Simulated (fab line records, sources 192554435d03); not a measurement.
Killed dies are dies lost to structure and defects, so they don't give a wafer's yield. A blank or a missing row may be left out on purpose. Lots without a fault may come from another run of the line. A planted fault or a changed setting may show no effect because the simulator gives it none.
Chamber matching | flow n5_finfet | N5_BEOL_M5_ILD_DEP_00 on pecvd-02: 3 sister chambers
The step deposits SiCOH lowk from DEMS/porogen, target thk 140.64 nm, time 25.9 s. 6 wafers are shown with their chamber, then 7 later ones without.

WAFERS WITH THEIR CHAMBER
wafer  | chamber | heater_power_w (W) | heater_power_outer_w (W)
L081.1 | 2       | 427                | 231
L090.2 | 0       | 294                | 138
L090.4 | 1       | 333                | 145
L090.5 | 0       | 291                | 142
L079.1 | 2       | 426                | 221
L079.2 | 1       | 323                | 135

WAFERS WITHOUT THEIR CHAMBER
wafer  | heater_power_w (W) | heater_power_outer_w (W)
L079.6 | 433                | 224
L096.1 | 321                | 159
L096.3 | 448                | 243
L096.6 | 444                | 241
L094.1 | 337                | 154
L094.2 | 302                | 131
L094.6 | 291                | 136

WHICH CHAMBER EACH WENT THROUGH
wafer  | from the rows above | in truth
L079.6 | 2                   | 2
L096.1 | 1                   | 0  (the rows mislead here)
L096.3 | 2                   | 2
L096.6 | 2                   | 2
L094.1 | 1                   | 1
L094.2 | 0                   | 0
L094.6 | 0                   | 0
Placed correctly: 6 of 7. Can't be placed from these rows: 0. Placed wrongly: 1.
How it was worked out, from the rows above alone: a wafer's distance from a chamber is the root of the sum, over the readings, of the square of ((its reading less the chamber's mean) divided by the reading's scatter). The wafer belongs to the nearest chamber; if the next one is less than 2 further off, it can't be placed. A chamber's mean is the mean of its shown wafers. The scatter: the root of (the sum of the squares of (reading less its chamber's mean) over the shown wafers, divided by (wafers less chambers)).
